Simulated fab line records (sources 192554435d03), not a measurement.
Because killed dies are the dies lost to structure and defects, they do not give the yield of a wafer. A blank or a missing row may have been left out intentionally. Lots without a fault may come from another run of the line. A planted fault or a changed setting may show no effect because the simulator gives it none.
fab line records    flow n5-finfet
record lots=9  wafers=27  last-day=17
route steps=1938 shown BEOL_M4@1111 BEOL_M6@1215 PASSIVATION@1936
lots that met no fault: from a run of the same line without faults
start-h: hours from the record's first day to the start of the lot's first wafer shown    wait-h: hours elapsed since this lot's preceding step    " repeats the value in the row above    L1.1+2: a single row standing in for several wafers    - no value, or no start given    * or withheld: withheld    < > ~ a bound
route shown NAME@n: NAME is a module with steps in the file, n the number in the route of the first one    usual: the fault-free wafers' mean and standard deviation    same: alike in all rows    chamber/n: place in a boat    sites: the reading at each site    _std_site: the values' standard deviation    _edge_site: inner sites' mean taken away from outer sites' mean    radius-mm: for every site, how far away it sits from the centre of the wafer    mask NAME#n: copy n    behind: the tool/chamber that last shaped the wafer    hold: why the lot went on hold/how many hours it stayed there/how the hold came to an end    device: transistor that didn't switch, given as n, p or np    end of line: the tests these same wafers got at the end of their route    a step without rows: its recipe alone    killed: not the wafer's yield, but the dies lost to structure and defects at the first sort    map: per-die view of a wafer (x killed, . not killed, _ where there is no die)
set.NAME: the setting the step ran with; set.NAME@STEP: the setting that earlier step ran with    model.NAME: the simulator's own value behind a step, which no gauge read
one table for each step of the route and one row for each wafer, over a sample of lots
services: the hour from which a tool's chamber was out of use, counted from the record's first day as start-h (under 0 if before that day), plus the number of hours and why
## steps
# step N5_BEOL_M4_RC_MEAS_101
# usual DIBL_N=36.3/1.7  DIBL_P=36.5/1.8  IOFF_N=0.16/0.033  IOFF_P=0.21/0.037  ION_N=675/11  ION_P=462/7.9  SS_N=71.6/0.64  SS_P=73.3/0.68  VT_N=249/3.3  VT_P=-250/3.3
lot.wafer  tool       chamber  start-h  wait-h  DIBL_N[mV/V]  DIBL_P[mV/V]  IOFF_N[nA/um]  IOFF_P[nA/um]  ION_N[uA/um]  ION_P[uA/um]  SS_N[mV/dec]  SS_P[mV/dec]  VT_N[mV]  VT_P[mV]
L809.2     prober-01  0        159.47   0.2     35.4          36.0          0.14           0.19           666           457           71.4          73.2          253       -255
L809.3     "          0        "        "       35.3          36.6          0.15           0.20           684           469           71.6          73.9          249       -252
L809.5     "          0        "        "       34.9          36.1          0.15           0.19           678           466           71.6          73.7          253       -252
L815.2     prober-01  0        202.29   0.2     37.3          38.4          0.18           0.24           680           466           72.3          72.8          247       -251
L815.3     "          0        "        "       36.6          36.7          0.17           0.22           688           459           71.7          72.8          250       -253
L815.4     "          0        "        "       37.0          37.8          0.17           0.24           676           465           72.3          73.0          249       -248
L818.1     prober-02  0        223.77   0.1     34.4          34.8          0.11           0.16           662           448           70.0          72.8          253       -257
L818.2     "          0        "        "       36.1          37.7          0.14           0.21           653           460           70.6          73.9          253       -251
L818.3     "          0        "        "       36.9          38.2          0.15           0.20           662           450           71.1          73.8          251       -253
L820.1     prober-01  0        225.25   0.0     35.8          36.3          0.16           0.20           684           464           71.3          72.9          249       -251
L820.4     "          0        "        "       35.6          34.7          0.15           0.17           666           450           71.1          72.7          249       -253
L820.5     "          0        "        "       34.2          33.9          0.13           0.17           657           448           71.1          72.1          251       -253
L821.2     prober-02  0        231.18   0.2     37.2          37.8          0.19           0.25           685           472           72.0          72.9          246       -244
L821.4     "          0        "        "       37.7          39.0          0.19           0.27           675           466           72.6          73.8          246       -247
L821.6     "          0        "        "       35.5          36.4          0.16           0.23           683           475           71.1          73.1          249       -248
L827.1     prober-02  0        270.29   0.0     37.0          38.3          0.22           0.22           705           462           72.0          73.2          243       -251
L827.2     "          0        "        "       38.2          39.1          0.23           0.23           686           456           72.5          73.7          244       -248
L827.5     "          0        "        "       37.9          38.9          0.24           0.23           683           458           72.2          73.6          240       -250
L829.2     prober-02  0        288.09   0.2     33.4          33.1          0.13           0.17           682           465           71.4          72.7          251       -254
L829.3     "          0        "        "       35.3          34.8          0.16           0.19           677           462           71.3          73.6          247       -251
L829.4     "          0        "        "       34.3          33.9          0.14           0.18           672           459           71.9          73.2          250       -252
L832.1     prober-01  0        298.10   0.0     33.2          33.6          0.12           0.16           669           452           71.2          72.4          252       -256
L832.3     "          0        "        "       36.3          37.7          0.18           0.21           678           461           71.9          74.4          248       -250
L832.5     "          0        "        "       36.8          38.6          0.19           0.22           677           458           72.1          74.3          246       -253
L831.1     prober-02  0        298.18   0.0     36.2          35.1          0.14           0.17           662           447           71.2          73.8          253       -251
L831.2     "          0        "        "       37.3          36.3          0.16           0.18           677           458           72.1          73.9          249       -254
L831.6     "          0        "        "       37.5          37.0          0.16           0.20           673           458           71.5          74.2          247       -253
# step N5_BEOL_M6_HM_OPEN_17
# recipe chemistry=Cl2/BCl3  target-depth-a=200  overetch-a=60  target=TiN  mask-material=SOC  ion-energy-ev=150  pressure-mtorr=10  icp-w=1000  bias-w=126  Cl2_flow_sccm=53.25  bcl3-flow-sccm=21.75  Ar_flow_sccm=25
# usual drypump-motor-current-A=5.9/0.6  oes-product-au=0.62/0.095  throttle-valve-pct=22.28/0.23
lot.wafer  tool          chamber  start-h  wait-h  drypump-motor-current-A  oes-product-au  rf-hours-counter-h  throttle-valve-pct
L809.2     rie-metal-01  0        175.14   0.0     5.9                      0.50            130                 22.17
L809.3     "             0        "        "       5.9                      0.51            -                   22.15
L809.5     "             1        "        "       5.5                      0.66            -                   22.06
L815.2     rie-metal-03  1        216.88   0.0     4.8                      0.53            116                 22.37
L815.3     "             0        "        "       6.7                      0.58            -                   22.26
L815.4     "             1        "        "       4.8                      0.53            -                   22.37
L818.1     rie-metal-02  1        240.07   0.0     6.3                      0.57            95                  22.64
L818.2     "             0        "        "       5.9                      0.55            92                  22.39
L818.3     "             0        "        "       5.9                      0.56            -                   22.39
L820.1     rie-metal-03  0        243.65   0.0     6.6                      0.59            85                  22.28
L820.4     "             1        "        "       4.8                      0.52            -                   22.39
L820.5     "             0        "        "       6.7                      0.58            -                   22.29
L821.2     rie-metal-02  0        247.21   0.0     6.0                      0.56            93                  22.39
L821.4     "             0        "        "       5.9                      0.56            -                   22.37
L821.6     "             0        "        "       6.0                      0.56            -                   22.39
L827.1     rie-metal-03  0        286.45   0.0     6.7                      0.57            91                  22.27
L827.2     "             0        "        "       6.6                      0.57            -                   22.27
L827.5     "             0        "        "       6.6                      0.57            -                   22.29
L829.2     rie-metal-03  1        305.84   0.0     4.8                      0.83            1                   22.04
L829.3     "             0        "        "       6.7                      0.57            -                   22.28
L829.4     "             1        "        "       4.8                      0.82            -                   22.04
L831.1     rie-metal-03  1        314.64   0.0     4.8                      0.82            2                   22.04
L831.2     "             0        "        "       6.6                      0.58            94                  22.29
L831.6     "             0        "        "       6.7                      0.57            -                   22.30
L832.1     rie-metal-01  1        317.89   0.0     5.5                      0.64            52                  22.07
L832.3     "             1        "        "       5.5                      0.64            -                   22.08
L832.5     "             0        "        "       5.9                      0.79            -                   21.89
# step N5_BEOL_M6_DESCUM_33
# recipe chemistry=O2  time-s=7  source-power-w=50  bias-power-w=20  pressure-mtorr=20  rf-frequency-hz=2.712e+07  temp-c=40  resist=CAR-EUV  o2-flow-sccm=225
# usual drypump-motor-current-A=5.4/0.46  oes-product-au=0.78/0.068  rf-vpp-V=243.0/1.3  showerhead-plenum-p-Torr=2.09/0.07  throttle-valve-pct=20.50/0.21
lot.wafer  tool         chamber  start-h  wait-h  drypump-motor-current-A  oes-product-au  rf-hours-counter-h  rf-vpp-V  showerhead-plenum-p-Torr  throttle-valve-pct
L809.2     rie-diel-03  1        176.20   0.2     4.8                      0.79            99                  242.9     2.03                      20.10
L809.3     "            2        "        "       5.7                      0.72            209                 240.9     1.99                      20.61
L809.5     "            0        "        "       6.2                      0.70            -                   244.7     2.16                      20.71
L815.2     rie-diel-01  0        217.55   0.1     5.6                      0.70            225                 242.8     2.07                      20.67
L815.3     "            2        "        "       5.1                      0.77            125                 245.3     2.19                      20.71
L815.4     "            3        "        "       6.5                      0.83            65                  244.9     2.22                      20.19
L818.1     rie-diel-01  1        242.10   0.0     5.7                      0.91            28                  241.9     2.05                      20.28
L818.2     "            0        "        "       5.6                      0.71            233                 242.0     2.06                      20.67
L818.3     "            3        "        "       6.5                      0.82            73                  245.0     2.21                      20.20
L820.1     rie-diel-03  0        245.58   0.0     6.3                      0.68            240                 244.0     2.16                      20.75
L820.4     "            2        "        "       5.8                      0.70            234                 241.2     1.98                      20.64
L820.5     "            0        "        "       6.3                      0.68            -                   244.4     2.16                      20.74
L821.2     rie-diel-03  3        250.01   1.9     5.8                      0.90            40                  242.6     2.14                      20.51
L821.4     "            2        "        "       5.8                      0.68            236                 242.3     1.98                      20.66
L821.6     "            1        "        "       4.8                      0.78            -                   242.0     2.02                      20.15
L827.1     rie-diel-01  0        287.44   0.1     5.6                      0.69            247                 242.8     2.06                      20.70
L827.2     "            1        "        "       5.7                      0.87            43                  243.8     2.04                      20.30
L827.5     "            1        "        "       5.7                      0.87            -                   243.9     2.04                      20.28
L829.2     rie-diel-06  3        309.18   0.5     4.9                      0.77            124                 243.1     2.02                      20.25
L829.3     "            0        "        "       5.0                      0.70            233                 244.0     2.14                      20.69
L829.4     "            2        "        "       5.2                      0.76            160                 241.1     2.01                      20.70
L831.1     rie-diel-06  3        316.60   0.4     4.9                      0.77            127                 240.5     2.02                      20.25
L831.2     "            1        "        "       5.4                      0.76            149                 243.4     2.12                      20.63
L831.6     "            1        "        "       5.4                      0.76            -                   243.7     2.12                      20.61
L832.1     rie-diel-06  2        319.13   0.0     5.2                      0.75            163                 240.8     2.01                      20.67
L832.3     "            1        "        "       5.3                      0.75            150                 242.3     2.12                      20.61
L832.5     "            1        "        "       5.4                      0.75            -                   243.1     2.11                      20.63
# step N5_BEOL_M6_VIA_ETCH_34
# recipe chemistry=C4F6/O2  target=SiCOH_lowk  target-depth-a=1263  mask-material=SOC  taper-deg=4  time-s=50.9  ion-energy-ev=250  pressure-mtorr=30  source-w=345  bias-w=185  Ar_flow_sccm=300  C4F6_flow_sccm=10  O2_flow_sccm=10
# usual C4F6_flow_sccm=10.001/0.03  O2_flow_sccm=10.00/0.033  drypump-motor-current-A=5.4/0.47  oes-product-au=0.78/0.068  rf-vpp-V=667/9.2  showerhead-plenum-p-Torr=2.83/0.093  throttle-valve-pct=20.90/0.24
lot.wafer  tool         chamber  start-h  wait-h  C4F6_flow_sccm  O2_flow_sccm  drypump-motor-current-A  oes-product-au  rf-hours-counter-h  rf-vpp-V  showerhead-plenum-p-Torr  throttle-valve-pct
L809.2     rie-diel-03  1        176.38   0.0     10.013          10.00         4.8                      0.79            99                  664       2.78                      20.60
L809.3     "            2        "        "       10.003          9.99          5.8                      0.71            209                 670       2.72                      21.13
L809.5     "            0        "        "       9.977           10.00         6.3                      0.70            -                   669       2.92                      21.06
L815.2     rie-diel-01  0        217.73   0.0     9.977           9.97          5.7                      0.71            225                 666       2.79                      21.03
L815.3     "            2        "        "       10.041          10.06         5.1                      0.77            125                 657       2.99                      21.29
L815.4     "            3        "        "       9.992           10.00         6.5                      0.84            65                  675       2.99                      20.57
L818.1     rie-diel-01  1        242.28   0.0     -               -             -                        -               -                   -         -                         -
L818.2     "            0        "        "       -               -             -                        -               -                   -         -                         -
L818.3     "            3        "        "       -               -             -                        -               -                   -         -                         -
L820.1     rie-diel-03  0        245.76   0.0     -               -             -                        -               -                   -         -                         -
L820.4     "            2        "        "       -               -             -                        -               -                   -         -                         -
L820.5     "            0        "        "       -               -             -                        -               -                   -         -                         -
L821.2     rie-diel-03  3        250.19   0.0     -               -             -                        -               -                   -         -                         -
L821.4     "            2        "        "       -               -             -                        -               -                   -         -                         -
L821.6     "            1        "        "       -               -             -                        -               -                   -         -                         -
L827.1     rie-diel-01  0        287.62   0.0     10.008          10.09         5.6                      0.70            247                 668       2.78                      21.06
L827.2     "            1        "        "       10.034          9.93          5.8                      0.88            43                  650       2.78                      20.72
L827.5     "            1        "        "       10.025          9.98          5.7                      0.87            -                   650       2.78                      20.71
L829.2     rie-diel-06  3        309.36   0.0     9.971           9.99          4.9                      0.77            124                 673       2.73                      20.55
L829.3     "            0        "        "       10.046          10.01         5.0                      0.69            233                 649       2.91                      21.17
L829.4     "            2        "        "       9.954           10.01         5.2                      0.76            160                 673       2.72                      21.00
L831.1     rie-diel-06  3        316.78   0.0     10.012          9.99          4.9                      0.76            127                 673       2.73                      20.54
L831.2     "            1        "        "       10.016          10.02         5.3                      0.75            149                 678       2.86                      21.02
L831.6     "            1        "        "       10.014          9.98          5.4                      0.75            -                   678       2.86                      21.03
L832.1     rie-diel-06  2        319.31   0.0     9.953           10.01         5.2                      0.76            163                 671       2.72                      21.01
L832.3     "            1        "        "       9.971           9.96          5.4                      0.75            150                 679       2.86                      21.03
L832.5     "            1        "        "       10.032          9.97          5.4                      0.75            -                   678       2.86                      21.04
# step N5_BEOL_M6_CD_MEAS_35
# recipe target-cd-nm=40  target-cd-y-nm=28  polarity=opening
# usual cd-nm=39.6/0.7
lot.wafer  tool       chamber  start-h  wait-h  cd-nm
L809.2     cd-sem-01  -        176.78   0.0     40.0
L809.3     "          -        "        "       39.5
L809.5     "          -        "        "       39.2
L815.2     cd-sem-03  -        218.13   0.0     41.3
L815.3     "          -        "        "       39.7
L815.4     "          -        "        "       40.2
L818.1     cd-sem-03  -        242.68   0.0     38.5
L818.2     "          -        "        "       39.4
L818.3     "          -        "        "       39.5
L820.1     cd-sem-03  -        246.17   0.0     39.4
L820.4     "          -        "        "       39.8
L820.5     "          -        "        "       39.9
L821.2     cd-sem-02  -        250.60   0.0     39.3
L821.4     "          -        "        "       39.6
L821.6     "          -        "        "       40.4
L827.1     cd-sem-03  -        288.02   0.0     39.3
L827.2     "          -        "        "       38.9
L827.5     "          -        "        "       38.7
L829.2     cd-sem-03  -        309.76   0.0     40.0
L829.3     "          -        "        "       39.7
L829.4     "          -        "        "       40.1
L831.1     cd-sem-02  -        317.18   0.0     39.8
L831.2     "          -        "        "       39.8
L831.6     "          -        "        "       39.1
L832.1     cd-sem-03  -        319.83   0.0     39.3
L832.3     "          -        "        "       40.4
L832.5     "          -        "        "       39.6
# step N5_PASSIVATION_PROBE_49
# usual defect-limited-yield=91.3/1.5  killed_at_M0_to_M3=34/9.4  killed_at_M4_up=13/5.3  killed-at-contacts=13/5.7  killed-at-front-end=40/10  killed-at-other=3.7/2.8  killed-dies=103/17  killed-on-rim=13/4.2  killed-open=67/13  killed-short=35/8.5  sort_bin_5_function=5.0/0.98  sort_bin_6_memory=3.3/0.7  sort-n-pass=1077/17  sort-yield-pct=91.3/1.5
# same gross-dies=1180  killed-at-back-side=0  sort_bin_4_leakage[%]=0  sort_bin_8_speed[%]=0
lot.wafer  tool       chamber  start-h  wait-h  defect-limited-yield[%]  killed_at_M0_to_M3  killed_at_M4_up  killed-at-contacts  killed-at-front-end  killed-at-other  killed-dies  killed-on-rim  killed-open  killed-short  sort_bin_5_function[%]  sort_bin_6_memory[%]  sort-n-pass  sort-yield-pct[%]
L815.2     prober-01  -        307.64   0.1     89.0                     31                  16               22                  56                   5                130          17             90           40            6.1                     4.7                   1050         89.0
L815.3     prober-01  -        307.69   0.1     92.5                     31                  14               12                  23                   8                88           9              60           26            4.8                     2.3                   1092         92.5
L815.4     prober-01  -        307.74   0.2     89.9                     40                  8                9                   59                   3                119          20             80           37            5.0                     4.1                   1061         89.9
L818.1     prober-01  -        331.29   0.0     0                        33                  1107             7                   24                   9                1180         152            56           28            96.7                    2.8                   0            0
L818.2     prober-01  -        331.34   0.1     0                        37                  1094             5                   40                   4                1180         152            68           38            95.7                    4.2                   0            0
L818.3     prober-01  -        331.39   0.1     0                        34                  1109             7                   24                   6                1180         152            54           34            96.9                    2.6                   0            0
L820.1     prober-02  -        331.64   0.0     0                        43                  1094             7                   34                   2                1180         152            81           28            95.8                    4.2                   0            0
L820.4     prober-02  -        331.79   0.2     0                        27                  1105             9                   34                   5                1180         152            70           34            97.2                    2.6                   0            0
L820.5     prober-02  -        331.84   0.2     0                        30                  1079             17                  51                   3                1180         152            68           47            96.3                    3.3                   0            0
L821.2     prober-01  -        332.62   0.1     0                        32                  1060             38                  50                   0                1180         152            78           52            94.7                    4.9                   0            0
L821.4     prober-01  -        332.72   0.2     0                        33                  1085             25                  36                   1                1180         152            67           36            96.4                    3.4                   0            0
L821.6     prober-01  -        332.82   0.3     0                        40                  1092             22                  23                   3                1180         152            76           26            96.8                    3.1                   0            0
L827.1     prober-02  -        374.65   0.0     93.6                     24                  6                13                  31                   2                76           7              54           22            3.0                     3.3                   1104         93.6
L827.2     prober-02  -        374.70   0.1     93.6                     35                  7                6                   27                   0                75           10             61           14            3.2                     3.0                   1105         93.6
L827.5     prober-02  -        374.85   0.2     91.3                     37                  15               6                   41                   4                103          9              64           36            4.3                     3.6                   1077         91.3
L829.2     prober-01  -        386.92   0.1     93.1                     17                  16               15                  34                   0                82           12             51           31            4.2                     2.8                   1098         93.1
L829.3     prober-01  -        386.97   0.1     93.0                     26                  10               16                  31                   0                83           7              46           37            4.5                     2.4                   1097         93.0
L829.4     prober-01  -        387.02   0.2     94.2                     13                  8                7                   38                   2                68           8              48           18            3.6                     2.0                   1112         94.2
L832.1     prober-01  -        402.83   0.0     91.6                     20                  10               12                  56                   1                99           14             65           33            3.4                     4.9                   1081         91.6
L832.3     prober-01  -        402.93   0.1     88.1                     37                  23               16                  60                   4                140          17             88           51            7.7                     3.7                   1040         88.1
L832.5     prober-01  -        403.03   0.2     91.3                     25                  16               9                   50                   3                103          13             64           38            4.5                     3.6                   1077         91.3
# killed by level:class
L815.2 MOL_CONTACT_COAG:geometric-particle:open=17 FIN_SAQP:geometric-particle:open=11 STI_FIN_REVEAL:geometric-particle:open=10 BEOL_M1:geometric-particle:open=10 FIN_SAQP:geometric-particle:short=8 BEOL_M4:geometric-particle:open=8 GATE_CUT:geometric-particle:short=6 DUMMY_GATE:geometric-particle:open=5
L815.3 MOL_CONTACT_COAG:geometric-particle:open=10 FIN_SAQP:geometric-particle:open=6 BEOL_M2:geometric-particle:open=6 BEOL_M1:geometric-particle:open=5 BEOL_M0_SAQP:geometric-particle:open=5 BEOL_M0_SAQP:geometric-particle:short=4 BEOL_M4:geometric-particle:open=4 STI_FIN_REVEAL:geometric-particle:open=3
L815.4 STI_FIN_REVEAL:geometric-particle:open=16 FIN_SAQP:geometric-particle:open=15 FIN_SAQP:geometric-particle:short=11 MOL_CONTACT_COAG:geometric-particle:open=9 BEOL_M1:geometric-particle:open=9 BEOL_M1:geometric-particle:short=7 BEOL_M0_SAQP:geometric-particle:open=6 BEOL_M3:geometric-particle:open=6
L818.1 BEOL_M6:area-etch=1096 BEOL_M0_SAQP:geometric-particle:short=10 BEOL_M2:geometric-particle:open=9 BEOL_M0_SAQP:geometric-particle:open=8 MOL_CONTACT_COAG:geometric-particle:open=7 FIN_SAQP:geometric-particle:short=6 ILD0:geometric-particle:open=5 BEOL_M4:geometric-particle:open=5
L818.2 BEOL_M6:area-etch=1074 FIN_SAQP:geometric-particle:short=12 STI_FIN_REVEAL:geometric-particle:open=12 BEOL_M4:geometric-particle:open=12 BEOL_M0_SAQP:geometric-particle:short=11 BEOL_M2:geometric-particle:open=10 BEOL_M0_SAQP:geometric-particle:open=7 DUMMY_GATE:geometric-particle:open=6
L818.3 BEOL_M6:area-etch=1092 FIN_SAQP:geometric-particle:short=11 BEOL_M0_SAQP:geometric-particle:open=10 BEOL_M4:geometric-particle:open=8 MOL_CONTACT_COAG:geometric-particle:open=6 BEOL_M0_SAQP:geometric-particle:short=6 BEOL_M2:geometric-particle:open=6 BEOL_M1:geometric-particle:short=4
L820.1 BEOL_M6:area-etch=1071 DUMMY_GATE:geometric-particle:open=11 BEOL_M2:geometric-particle:open=11 BEOL_M0_SAQP:geometric-particle:short=10 STI_FIN_REVEAL:geometric-particle:open=9 BEOL_M0_SAQP:geometric-particle:open=6 MOL_CONTACT_COAG:geometric-particle:open=6 BEOL_M4:geometric-particle:open=6
L820.4 BEOL_M6:area-etch=1075 BEOL_M4:geometric-particle:open=18 BEOL_M2:geometric-particle:open=8 MOL_CONTACT_COAG:geometric-particle:open=7 BEOL_M0_SAQP:geometric-particle:short=7 FIN_SAQP:geometric-particle:short=6 DUMMY_GATE:geometric-particle:open=6 BEOL_M0_SAQP:geometric-particle:open=6
L820.5 BEOL_M6:area-etch=1065 MOL_CONTACT_COAG:geometric-particle:open=13 FIN_SAQP:geometric-particle:short=12 FIN_SAQP:geometric-particle:open=10 BEOL_M4:geometric-particle:open=7 BEOL_M0_SAQP:geometric-particle:short=6 BEOL_M0_SAQP:geometric-particle:open=6 BEOL_M2:geometric-particle:open=6
L821.2 BEOL_M6:area-etch=1047 MOL_CONTACT_COAG:geometric-particle:open=31 FIN_SAQP:geometric-particle:short=13 STI_FIN_REVEAL:geometric-particle:open=10 BEOL_M3:geometric-particle:open=10 MOL_CONTACT_COAG:geometric-particle:short=7 STARTING-WAFER:geometric-particle:short=7 BEOL_M2:geometric-particle:open=5
L821.4 BEOL_M6:area-etch=1071 MOL_CONTACT_COAG:geometric-particle:open=20 BEOL_M2:geometric-particle:open=9 BEOL_M0_SAQP:geometric-particle:short=8 STI_FIN_REVEAL:geometric-particle:open=7 FIN_SAQP:geometric-particle:short=5 MOL_CONTACT_COAG:geometric-particle:short=5 BEOL_M3:geometric-particle:open=5
L821.6 BEOL_M6:area-etch=1075 MOL_CONTACT_COAG:geometric-particle:open=18 BEOL_M3:geometric-particle:open=12 BEOL_M0_SAQP:geometric-particle:open=10 FIN_SAQP:geometric-particle:open=4 GATE_CUT:geometric-particle:open=4 MOL_CONTACT_COAG:geometric-particle:short=4 BEOL_M1:geometric-particle:open=4
L827.1 MOL_CONTACT_COAG:geometric-particle:open=12 BEOL_M0_SAQP:geometric-particle:open=10 BEOL_M2:geometric-particle:open=6 FIN_SAQP:geometric-particle:short=5 GATE_CUT:geometric-particle:short=5 FIN_SAQP:geometric-particle:open=4 STARTING-WAFER:geometric-particle:open=3 FIN_CUT:geometric-particle:open=2
L827.2 BEOL_M2:geometric-particle:open=14 BEOL_M0_SAQP:geometric-particle:open=11 STI_FIN_REVEAL:geometric-particle:open=10 FIN_SAQP:geometric-particle:short=4 MOL_CONTACT_COAG:geometric-particle:open=4 BEOL_M3:geometric-particle:open=4 BEOL_M4:geometric-particle:open=4 FIN_SAQP:geometric-particle:open=3
L827.5 BEOL_M3:geometric-particle:open=14 BEOL_M5:geometric-particle:open=9 DUMMY_GATE:geometric-particle:open=8 STARTING-WAFER:geometric-particle:open=8 BEOL_M0_SAQP:geometric-particle:short=7 FIN_SAQP:geometric-particle:short=6 MOL_CONTACT_COAG:geometric-particle:open=5 GATE_CUT:geometric-particle:short=4
L829.2 MOL_CONTACT_COAG:geometric-particle:open=11 FIN_SAQP:geometric-particle:open=10 BEOL_M4:geometric-particle:open=8 BEOL_M3:geometric-particle:open=7 BEOL_M3:geometric-particle:short=5 GATE_CUT:geometric-particle:short=4 MOL_CONTACT_COAG:geometric-particle:short=4 BEOL_M4:geometric-particle:short=4
L829.3 MOL_CONTACT_COAG:geometric-particle:open=9 BEOL_M0_SAQP:geometric-particle:short=9 MOL_CONTACT_COAG:geometric-particle:short=7 STARTING-WAFER:geometric-particle:short=7 BEOL_M0_SAQP:geometric-particle:open=6 BEOL_M1:geometric-particle:open=6 DUMMY_GATE:geometric-particle:open=5 FIN_SAQP:geometric-particle:short=4
L829.4 FIN_SAQP:geometric-particle:open=8 MOL_CONTACT_COAG:geometric-particle:open=7 FIN_SAQP:geometric-particle:short=6 GATE_CUT:geometric-particle:open=6 BEOL_M2:geometric-particle:open=6 BEOL_M4:geometric-particle:open=5 GATE_CUT:geometric-particle:short=4 STI_FIN_REVEAL:geometric-particle:open=3
L832.1 FIN_SAQP:geometric-particle:short=14 FIN_SAQP:geometric-particle:open=10 MOL_CONTACT_COAG:geometric-particle:open=10 GATE_CUT:geometric-particle:open=8 BEOL_M3:geometric-particle:open=7 STI_FIN_REVEAL:geometric-particle:open=5 BEOL_M2:geometric-particle:open=5 BEOL_M4:geometric-particle:open=5
L832.3 BEOL_M2:geometric-particle:open=20 FIN_SAQP:geometric-particle:short=15 MOL_CONTACT_COAG:geometric-particle:open=13 BEOL_M4:geometric-particle:open=10 STI_FIN_REVEAL:geometric-particle:open=8 GATE_CUT:geometric-particle:short=8 GATE_CUT:geometric-particle:open=8 FIN_SAQP:geometric-particle:open=4
L832.5 FIN_SAQP:geometric-particle:short=11 DUMMY_GATE:geometric-particle:open=9 BEOL_M2:geometric-particle:open=8 BEOL_M4:geometric-particle:open=7 MOL_CONTACT_COAG:geometric-particle:open=7 BEOL_M1:geometric-particle:open=7 GATE_CUT:geometric-particle:short=6 GATE_CUT:geometric-particle:open=5
## services
tool          chamber  start-h  hours  kind
rie-diel-03   0        187.82   10.9   repair
rie-diel-06   0        188.36   17.2   repair
rie-diel-03   1        213.27   14.2   repair
rie-diel-03   0        218.88   6.2    repair
rie-diel-06   1        254.91   6.7    repair
rie-diel-06   3        258.08   2.7    repair
rie-metal-02  1        271.24   5.2    repair
rie-diel-03   0        272.04   -      clean
rie-diel-03   0        272.04   -      consumable-replace:focus-ring
rie-diel-03   0        272.04   22.2   scheduled-down
rie-diel-03   0        272.04   22.2   vent-cycle
rie-metal-03  1        277.80   -      clean
rie-metal-03  1        277.80   20.5   scheduled-down
rie-metal-03  1        277.80   20.5   vent-cycle
rie-diel-03   2        294.28   -      clean
rie-diel-03   2        294.28   -      consumable-replace:focus-ring
rie-diel-03   2        294.28   -      consumable-replace:showerhead
rie-diel-03   2        294.28   25.3   scheduled-down
rie-diel-03   2        294.28   25.3   vent-cycle
rie-diel-01   0        299.89   -      clean
rie-diel-01   0        299.89   -      consumable-replace:focus-ring
rie-diel-01   0        299.89   15.7   scheduled-down
rie-diel-01   0        299.89   15.7   vent-cycle
rie-metal-02  -        302.62   28.1   pm
## key
first-sign step=N5_BEOL_M6_VIA_ETCH_34  reading=tool-record  direction=missing
effect step=N5_PASSIVATION_PROBE_49  reading=killed_at_M4_up  direction=up  sigmas=99+  usual=13  struck=1092
more-kills-born-at N5_BEOL_M6_VIA_ETCH_34@rie-diel-03=6404  N5_BEOL_M6_VIA_ETCH_34@rie-diel-01=3262
met-at N5_BEOL_M6_VIA_ETCH_34
struck-lots L818,L820,L821
later-rows-left-out L818.1,L818.2,L818.3,L820.1,L820.4,L820.5,L821.2,L821.4,L821.6
not-acting-at N5_BEOL_M6_HM_OPEN_17,N5_BEOL_M6_DESCUM_33,N5_BEOL_M6_CD_MEAS_35
onset-between 217.73 242.28
fault kind=skipped-step-whole  tool=rie-diel-01,rie-diel-03  chamber=-  onset-h=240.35  steps=N5_BEOL_M6_VIA_ETCH_34  scope=struck-lots-only
# later-rows-left-out: the simulator's readings of these wafers behind a module that went badly wrong aren't trusted and aren't shown, but for the sort
